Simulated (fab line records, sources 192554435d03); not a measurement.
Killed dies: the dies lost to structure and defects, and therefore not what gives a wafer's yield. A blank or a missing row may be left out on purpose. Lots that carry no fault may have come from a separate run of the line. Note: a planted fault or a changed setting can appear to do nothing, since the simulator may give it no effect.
Which tool is to blame? :: flow n5Finfet :: Sampling: 24 lots, 72 wafers, 2 of 1938 route steps

## WHAT THE GAUGES READ, wafer by wafer
N5_BEOL_M9_INSPECT_30: inspects for defects (brightfield). Usual: rawDefectCount at 393, with a standard deviation of 84.
lot: L074
measured: day 9 11:11
on: defectInspect-02
rawDefectCount: 320 301 703
flag: 

lot: L076
measured: day 9 20:04
on: defectInspect-02
rawDefectCount: 304 365 393
flag: 

lot: L075
measured: day 9 20:42
on: defectInspect-01
rawDefectCount: 563 443 429
flag: 

lot: L077
measured: day 10 02:43
on: defectInspect-01
rawDefectCount: 311 337 305
flag: 

lot: L078
measured: day 10 04:47
on: defectInspect-02
rawDefectCount: 511 391 341
flag: 

lot: L079
measured: day 10 09:44
on: defectInspect-01
rawDefectCount: 441 449 392
flag: 

lot: L080
measured: day 10 12:13
on: defectInspect-02
rawDefectCount: 408 271 358
flag: 

lot: L082
measured: day 10 14:53
on: defectInspect-01
rawDefectCount: 409 652 533
flag: 

lot: L081
measured: day 10 19:44
on: defectInspect-02
rawDefectCount: 406 475 505
flag: 

lot: L083
measured: day 10 21:36
on: defectInspect-01
rawDefectCount: 390 397 416
flag: 

lot: L084
measured: day 11 04:13
on: defectInspect-02
rawDefectCount: 239 426 312
flag: 

lot: L088
measured: day 14 11:37
on: defectInspect-01
rawDefectCount: 368 392 417
flag: 

lot: L094
measured: day 14 23:03
on: defectInspect-02
rawDefectCount: 412 607 369
flag: 

lot: L095
measured: day 14 22:53
on: defectInspect-01
rawDefectCount: 327 282 277
flag: 

lot: L090
measured: day 14 23:05
on: defectInspect-01
rawDefectCount: 363 350 323
flag: 

lot: L085
measured: day 15 01:22
on: defectInspect-02
rawDefectCount: 405 512 484
flag: 

lot: L089
measured: day 15 11:17
on: defectInspect-02
rawDefectCount: 401 368 471
flag: 

lot: L092
measured: day 15 15:53
on: defectInspect-02
rawDefectCount: 470 380 433
flag: 

lot: L091
measured: day 15 20:20
on: defectInspect-02
rawDefectCount: 415 363 489
flag: 

lot: L093
measured: day 16 08:46
on: defectInspect-02
rawDefectCount: 407 426 460
flag: 

lot: L087
measured: day 16 08:49
on: defectInspect-02
rawDefectCount: 272 305 369
flag: 

lot: L096
measured: day 16 13:33
on: defectInspect-02
rawDefectCount: 348 514 429
flag: 

lot: L086
measured: day 16 19:10
on: defectInspect-01
rawDefectCount: 393 441 406
flag: 

lot: L097
measured: day 16 19:18
on: defectInspect-02
rawDefectCount: 328 416 291
flag: 

## TOOL THAT RAN EACH LOT (tool first, then ch and the chambers of the sampled wafers, then the start)
lot: L074
N5_BEOL_M9_ETCH_62: rieDiel-06 ch 1,2,3, day 9 10:14

lot: L076
N5_BEOL_M9_ETCH_62: rieDiel-05 ch 0,1, day 9 19:10

lot: L075
N5_BEOL_M9_ETCH_62: rieDiel-05 ch 0,2,3, day 9 19:49

lot: L077
N5_BEOL_M9_ETCH_62: rieDiel-06 ch 0,1,2, day 10 01:57

lot: L078
N5_BEOL_M9_ETCH_62: rieDiel-06 ch 0,1, day 10 03:54

lot: L079
N5_BEOL_M9_ETCH_62: rieDiel-01 ch 0,3, day 10 08:59

lot: L080
N5_BEOL_M9_ETCH_62: rieDiel-06 ch 1,2,3, day 10 11:21

lot: L082
N5_BEOL_M9_ETCH_62: rieDiel-06 ch 0,1,3, day 10 14:07

lot: L081
N5_BEOL_M9_ETCH_62: rieDiel-01 ch 0,1, day 10 18:44

lot: L083
N5_BEOL_M9_ETCH_62: rieDiel-01 ch 1,2,3, day 10 20:43

lot: L084
N5_BEOL_M9_ETCH_62: rieDiel-06 ch 0,1,3, day 11 03:22

lot: L088
N5_BEOL_M9_ETCH_62: rieDiel-01 ch 2,3, day 14 10:18

lot: L094
N5_BEOL_M9_ETCH_62: rieDiel-06 ch 1,3, day 14 17:54

lot: L095
N5_BEOL_M9_ETCH_62: rieDiel-01 ch 0,1, day 14 18:00

lot: L090
N5_BEOL_M9_ETCH_62: rieDiel-01 ch 1,2,3, day 14 21:51

lot: L085
N5_BEOL_M9_ETCH_62: rieDiel-01 ch 1,3, day 14 22:06

lot: L089
N5_BEOL_M9_ETCH_62: rieDiel-01 ch 0,1,3, day 15 08:53

lot: L092
N5_BEOL_M9_ETCH_62: rieDiel-01 ch 1,2,3, day 15 12:55

lot: L091
N5_BEOL_M9_ETCH_62: rieDiel-06 ch 0,1,2, day 15 17:59

lot: L093
N5_BEOL_M9_ETCH_62: rieDiel-01 ch 1,2, day 16 06:13

lot: L087
N5_BEOL_M9_ETCH_62: rieDiel-01 ch 1,2,3, day 16 06:30

lot: L096
N5_BEOL_M9_ETCH_62: rieDiel-06 ch 1,2,3, day 16 11:23

lot: L086
N5_BEOL_M9_ETCH_62: rieDiel-01 ch 0,3, day 16 18:06

lot: L097
N5_BEOL_M9_ETCH_62: rieDiel-05 ch 0,1, day 16 18:16
- N5_BEOL_M9_ETCH_62: etches SOC in N2/H2, target depth 110 nm, overetch 22 nm, time 165 s.

## AS READ BY THE TOOLS THEMSELVES (means over the sampled wafers that have a number; for cases with no such wafer, the mark the record gives instead)
N5_BEOL_M9_ETCH_62. Usual: drypumpMotorCurrentA 5.5 A, standard deviation 0.64; h2FlowSccm 199.9 sccm, standard deviation 0.67; oesProductAu 0.67 a.u., standard deviation 0.075; rfVppV 524.2 V, standard deviation 2.2; showerheadPlenumPTorr 2.55 Torr, standard deviation 0.08; throttleValvePct 17.83 %, standard deviation 0.23.
lot: L074
tool: rieDiel-06
drypumpMotorCurrentA (A): 5.8
h2FlowSccm (sccm): 200.5
oesProductAu (a.u.): 0.67
rfVppV (V): 523.1
showerheadPlenumPTorr (Torr): 2.51
throttleValvePct (%): 17.77
flag: 

lot: L076
tool: rieDiel-05
drypumpMotorCurrentA (A): 6.7
h2FlowSccm (sccm): 199.8
oesProductAu (a.u.): 0.60
rfVppV (V): 520.4
showerheadPlenumPTorr (Torr): 2.40
throttleValvePct (%): 18.12
flag: 

lot: L075
tool: rieDiel-05
drypumpMotorCurrentA (A): 5.6
h2FlowSccm (sccm): 199.4
oesProductAu (a.u.): 0.65
rfVppV (V): 524.7
showerheadPlenumPTorr (Torr): 2.58
throttleValvePct (%): 17.97
flag: 

lot: L077
tool: rieDiel-06
drypumpMotorCurrentA (A): 6.1
h2FlowSccm (sccm): 199.4
oesProductAu (a.u.): 0.69
rfVppV (V): 523.9
showerheadPlenumPTorr (Torr): 2.56
throttleValvePct (%): 17.64
flag: 

lot: L078
tool: rieDiel-06
drypumpMotorCurrentA (A): 6.1
h2FlowSccm (sccm): 200.2
oesProductAu (a.u.): 0.66
rfVppV (V): 525.6
showerheadPlenumPTorr (Torr): 2.62
throttleValvePct (%): 17.66
flag: 

lot: L079
tool: rieDiel-01
drypumpMotorCurrentA (A): 4.8
h2FlowSccm (sccm): 201.0
oesProductAu (a.u.): 0.61
rfVppV (V): 523.7
showerheadPlenumPTorr (Torr): 2.55
throttleValvePct (%): 18.13
flag: 

lot: L080
tool: rieDiel-06
drypumpMotorCurrentA (A): 5.8
h2FlowSccm (sccm): 199.8
oesProductAu (a.u.): 0.67
rfVppV (V): 523.7
showerheadPlenumPTorr (Torr): 2.51
throttleValvePct (%): 17.79
flag: 

lot: L082
tool: rieDiel-06
drypumpMotorCurrentA (A): 5.7
h2FlowSccm (sccm): 200.4
oesProductAu (a.u.): 0.64
rfVppV (V): 524.5
showerheadPlenumPTorr (Torr): 2.57
throttleValvePct (%): 17.80
flag: 

lot: L081
tool: rieDiel-01
drypumpMotorCurrentA (A): 5.1
h2FlowSccm (sccm): 200.3
oesProductAu (a.u.): 0.62
rfVppV (V): 525.7
showerheadPlenumPTorr (Torr): 2.63
throttleValvePct (%): 18.01
flag: 

lot: L083
tool: rieDiel-01
drypumpMotorCurrentA (A): 5.2
h2FlowSccm (sccm): 199.9
oesProductAu (a.u.): 0.60
rfVppV (V): 523.8
showerheadPlenumPTorr (Torr): 2.54
throttleValvePct (%): 17.98
flag: 

lot: L084
tool: rieDiel-06
drypumpMotorCurrentA (A): 5.8
h2FlowSccm (sccm): 200.3
oesProductAu (a.u.): 0.64
rfVppV (V): 524.5
showerheadPlenumPTorr (Torr): 2.57
throttleValvePct (%): 17.81
flag: 

lot: L088
tool: rieDiel-01
drypumpMotorCurrentA (A): 5.3
h2FlowSccm (sccm): 199.6
oesProductAu (a.u.): 0.69
rfVppV (V): 523.1
showerheadPlenumPTorr (Torr): 2.50
throttleValvePct (%): 17.90
flag: 

lot: L094
tool: rieDiel-06
drypumpMotorCurrentA (A): 5.5
h2FlowSccm (sccm): 200.4
oesProductAu (a.u.): 0.60
rfVppV (V): 522.7
showerheadPlenumPTorr (Torr): 2.51
throttleValvePct (%): 17.99
flag: 

lot: L095
tool: rieDiel-01
drypumpMotorCurrentA (A): 5.1
h2FlowSccm (sccm): 199.9
oesProductAu (a.u.): 0.73
rfVppV (V): 526.2
showerheadPlenumPTorr (Torr): 2.60
throttleValvePct (%): 17.71
flag: 

lot: L090
tool: rieDiel-01
drypumpMotorCurrentA (A): 5.1
h2FlowSccm (sccm): 200.3
oesProductAu (a.u.): 0.73
rfVppV (V): 524.2
showerheadPlenumPTorr (Torr): 2.53
throttleValvePct (%): 17.74
flag: 

lot: L085
tool: rieDiel-01
drypumpMotorCurrentA (A): 4.9
h2FlowSccm (sccm): 199.9
oesProductAu (a.u.): 0.80
rfVppV (V): 523.7
showerheadPlenumPTorr (Torr): 2.52
throttleValvePct (%): 17.65
flag: 

lot: L089
tool: rieDiel-01
drypumpMotorCurrentA (A): 5.0
h2FlowSccm (sccm): 200.1
oesProductAu (a.u.): 0.73
rfVppV (V): 525.0
showerheadPlenumPTorr (Torr): 2.57
throttleValvePct (%): 17.79
flag: 

lot: L092
tool: rieDiel-01
drypumpMotorCurrentA (A): 5.2
h2FlowSccm (sccm): 200.1
oesProductAu (a.u.): 0.73
rfVppV (V): 523.5
showerheadPlenumPTorr (Torr): 2.53
throttleValvePct (%): 17.74
flag: 

lot: L091
tool: rieDiel-06
drypumpMotorCurrentA (A): 6.1
h2FlowSccm (sccm): 200.3
oesProductAu (a.u.): 0.65
rfVppV (V): 523.9
showerheadPlenumPTorr (Torr): 2.55
throttleValvePct (%): 17.70
flag: 

lot: L093
tool: rieDiel-01
drypumpMotorCurrentA (A): 5.3
h2FlowSccm (sccm): 199.9
oesProductAu (a.u.): 0.71
rfVppV (V): 524.8
showerheadPlenumPTorr (Torr): 2.56
throttleValvePct (%): 17.67
flag: 

lot: L087
tool: rieDiel-01
drypumpMotorCurrentA (A): 5.2
h2FlowSccm (sccm): 200.0
oesProductAu (a.u.): 0.72
rfVppV (V): 523.0
showerheadPlenumPTorr (Torr): 2.53
throttleValvePct (%): 17.76
flag: 

lot: L096
tool: rieDiel-06
drypumpMotorCurrentA (A): 5.8
h2FlowSccm (sccm): 199.7
oesProductAu (a.u.): 0.63
rfVppV (V): 522.3
showerheadPlenumPTorr (Torr): 2.49
throttleValvePct (%): 17.84
flag: 

lot: L086
tool: rieDiel-01
drypumpMotorCurrentA (A): 4.9
h2FlowSccm (sccm): 199.1
oesProductAu (a.u.): 0.67
rfVppV (V): 525.0
showerheadPlenumPTorr (Torr): 2.58
throttleValvePct (%): 18.04
flag: 

lot: L097
tool: rieDiel-05
drypumpMotorCurrentA (A): 6.7
h2FlowSccm (sccm): 199.0
oesProductAu (a.u.): 0.66
rfVppV (V): 522.0
showerheadPlenumPTorr (Torr): 2.51
throttleValvePct (%): 18.00
flag: 

## THE ANSWER, worked out from the rows above alone
Rule: lot off if the mean of its wafers having a number is beyond 3 standard deviations from the usual mean. A lot without any number at a reading at which 4 lots or more have one is off too. Where the step has rows for the other lots, those lots are counted as sound. After the gauges, taken in route order, come the tools' own readings; for these a lot's mean is taken, as printed above. At the first step where some lot is off, the reading lying furthest off is the one used; lots without a number count as furthest.
None of the lots is off at any reading shown; this tells nothing.

## WHAT THE SIMULATOR HAD INSERTED
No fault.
